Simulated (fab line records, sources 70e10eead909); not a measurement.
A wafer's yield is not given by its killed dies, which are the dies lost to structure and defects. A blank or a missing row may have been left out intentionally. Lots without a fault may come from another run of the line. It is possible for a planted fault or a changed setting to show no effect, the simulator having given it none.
One fault seen from 2 desks    flow nand-harc    each desk has only its own numbers; what lay behind them comes last

== AT THE METROLOGY DESK ==
Means of the sampled wafers that have a number, per lot and without regard to the tool the lot ran on: this is what the gauges read. Marked OUT: a lot whose mean sits more than 4 standard deviations from the usual mean, which makes it out of limits; the brackets give that distance.
Columns: A = overlay-x-nm at NHARC_P_M0_OVL_MEAS_10, usual -0.1 nm; B = overlay-y-nm at NHARC_P_M0_OVL_MEAS_10, usual -0.2 nm; C = cd-nm at NHARC_P_M1_CD_MEAS_09, usual 130.1 nm
lot   first seen here  A     B     C
L778  day 6 12:53      0.9   1.5   129.9
L780  day 7 11:58      0.1   -1.2  129.7
L781  day 7 19:43      0.4   -1.1  129.9
L783  day 8 14:06      -0.4  0.6   129.1
L784  day 8 18:59      -0.4  0.1   130.2
L786  day 9 21:41      -0.0  0.1   130.9
L787  day 10 03:11     0.2   0.6   128.9
L791  day 12 01:17     -1.6  -0.1  129.6
L795  day 13 23:53     -1.4  -1.7  132.1
L797  day 14 14:15     -1.6  -1.0  131.8
L799  day 14 23:57     -1.1  -0.2  130.3
L800  day 15 13:39     -1.2  0.5   130.1
This desk found nothing out of limits on any of the 12 lots.

== FOR THE TOOL OWNER'S DESK: arfi-scanner-03 ==
The tool's own readings at NHARC_P_M1_EXPOSE_06 (exposes mask P M1, target cd 130 nm): means of the sampled wafers that have a number, for each lot that ran on this tool. Marked OUT: a lot whose mean sits more than 4 standard deviations from the usual mean, which makes it out of limits; the brackets give that distance.
Columns: A = exposure-dose-mJ-cm2 at NHARC_P_M1_EXPOSE_06, usual 81.83
lot   first seen here  A
L778  day 6 16:44      81.74
L781  day 7 23:33      81.79
L784  day 8 22:58      81.73
L786  day 10 01:33     81.76
L787  day 10 06:56     81.88
L795  day 14 03:37     84.47 (+30) OUT
L797  day 14 18:04     83.91 (+24) OUT
Finding of this desk: L795, L797 out of limits; the first was L795 at day 14 03:37, on exposure-dose-mJ-cm2 at NHARC_P_M1_EXPOSE_06. L778, L781, L784, L786, L787 stayed within limits.

== TAKEN TOGETHER ==
At day 14 03:37, on L795, L797, the tool owner's desk was in a position to raise an alarm.
From the metrology desk's view, nothing was out of limits.
The metrology desk has L795, L797 on record, within its limits.
On arfi-scanner-03, each named lot ran NHARC_P_M1_EXPOSE_06.

== WHAT HAD BEEN PUT IN BY THE SIMULATOR ==
Process parameter drift: arfi-scanner-03, from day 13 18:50 on, at NHARC_P_M1_EXPOSE_06. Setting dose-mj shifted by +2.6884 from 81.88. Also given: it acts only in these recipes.
Lots struck among those shown: L795, L797.
Time in hours from fault onset to the first out-of-limits reading at each desk: the tool owner's desk, 9.
